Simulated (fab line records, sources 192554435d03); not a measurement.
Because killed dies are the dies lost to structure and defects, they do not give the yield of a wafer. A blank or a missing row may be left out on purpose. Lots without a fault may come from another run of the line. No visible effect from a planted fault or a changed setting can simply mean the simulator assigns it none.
Lot-split experiment | flow n5-finfet | 21 wafers read from 7 lots, route of 1938 steps

== THE SPLIT ==
At N5_BEOL_M7_PECVD_70 (deposits SiO2 from TEOS/O2, target thk 20 nm, time 22.7 s), the setting temp-c was moved away from the recipe's 400 C on 8 of the 21 wafers read, by -3.6% to +2.2%. The other wafers ran this setting at the recipe's value.

The split's own step is where the reading is taken.

== THE READING ==
SiO2_of_BEOL_M7_PECVD_70.thk-nm (the simulator's own value, which no gauge read), in nm, at N5_BEOL_M7_PECVD_70 (deposits SiO2 from TEOS/O2, target thk 20 nm, time 22.7 s). There is no usual value for it anywhere in the file. Across the 13 wafers here that went through the recipe, the average is 20.0 nm and the standard deviation 0.31 nm.

wafer  | tool, chamber at the split | temp-c as run, C | against the recipe | SiO2_of_BEOL_M7_PECVD_70.thk-nm, nm | against lot-mates on the recipe
L078.1 | pecvd-04, 1,0              | 400              | recipe             | 19.8                                | -
L078.3 | pecvd-04, 1,0              | 400              | recipe             | 19.8                                | -
L078.5 | pecvd-04, 2                | 400              | recipe             | 20.4                                | -
L077.1 | pecvd-01, 0                | 400              | recipe             | 20.2                                | -
L077.6 | pecvd-01, 0                | 400              | recipe             | 20.2                                | -
L077.3 | pecvd-01, 1                | 385.7            | -3.6%              | 21.6                                | +1.4
L079.1 | pecvd-04, 0                | 400              | recipe             | 20                                  | -
L079.4 | pecvd-04, 0                | 395              | -1.2%              | 21                                  | +1.0
L079.5 | pecvd-04, 2                | 395              | -1.2%              | 21.2                                | +1.2
L088.1 | pecvd-03, 1                | 408.9            | +2.2%              | 18.8                                | -1.6
L088.2 | pecvd-03, 2                | 408.9            | +2.2%              | 18.6                                | -1.8
L088.5 | pecvd-03, 1                | 400              | recipe             | 20.4                                | -
L089.3 | pecvd-03, 1                | 400              | recipe             | 19.8                                | -
L089.4 | pecvd-03, 0                | 400              | recipe             | 19.4                                | -
L089.5 | pecvd-03, 1                | 400              | recipe             | 20                                  | -
L090.1 | pecvd-01, 1                | 400              | recipe             | 19.6                                | -
L090.5 | pecvd-01, 2                | 393.5            | -1.6%              | 21.2                                | +1.3
L090.6 | pecvd-01, 1                | 400              | recipe             | 20.2                                | -
L097.3 | pecvd-01, 1                | 391.5            | -2.1%              | 20.8                                | +0.4
L097.4 | pecvd-01, 2                | 391.5            | -2.1%              | 21.4                                | +1.0
L097.5 | pecvd-01, 0                | 400              | recipe             | 20.4                                | -
When a row names more than one chamber, that row covers several wafers, and the file does not tell which wafer ran in which chamber.

THE FIT
A straight line over all 21 wafers: SiO2_of_BEOL_M7_PECVD_70.thk-nm changes by -0.551 nm for each +1% of temp-c; r = -0.92; the points scatter about the line by 0.33 nm.
The same after taking each lot's own level away (the mean of its wafers on the recipe; 21 wafers): -0.557 nm for each +1%; r = -0.90; scatter 0.36 nm.
According to that fit, moving temp-c by its largest amount changes the reading by 2 nm.
The span of the lots' own levels, 19.73 to 20.40 nm, comes to 2.2 times the standard deviation stated above.
The two slopes are in agreement: the lot-to-lot level therefore moves the slope only a little.
Check: with one of the wafers moved furthest among these (-3.6%) left out of the fit, the line predicts +2.21 nm for it against its lot-mates. Against them it came out at +1.4 nm.

== THESE WAFERS: OTHER SPLITS ==
Before the reading, these wafers also passed through other splits. Each is held against what the fit with the lots' levels taken away leaves over:
other split on the same wafers    | wafers away from the commonest value | r with SiO2_of_BEOL_M7_PECVD_70.thk-nm (lot level and that fit taken away)
N5_BEOL_M2_DESCUM_16 time-s       | 6                                    | -0.16
N5_BEOL_M2_ETCH_74 source-w       | 6                                    | -0.10
N5_BEOL_M3_COAT_68 spin-rpm       | 9                                    | -0.34
N5_BEOL_M3_COAT_22 spin-rpm       | 8                                    | -0.05
N5_BEOL_M4_COAT_05 spin-rpm       | 6                                    | -0.42
N5_BEOL_M4_ETCH_64 bias-w         | 6                                    | -0.04
N5_BEOL_M5_ILD_DEP_00 time-s      | 9                                    | -0.12
N5_BEOL_M5_HM_DEP_02 target-thk-a | 9                                    | -0.17
N5_BEOL_M6_COAT_60 spin-rpm       | 4                                    | -0.24

== FILE'S OWN FIT ==
SiO2_of_BEOL_M7_PECVD_70.thk-nm changes by -0.52 nm for each +1% of temp-c, r = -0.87.
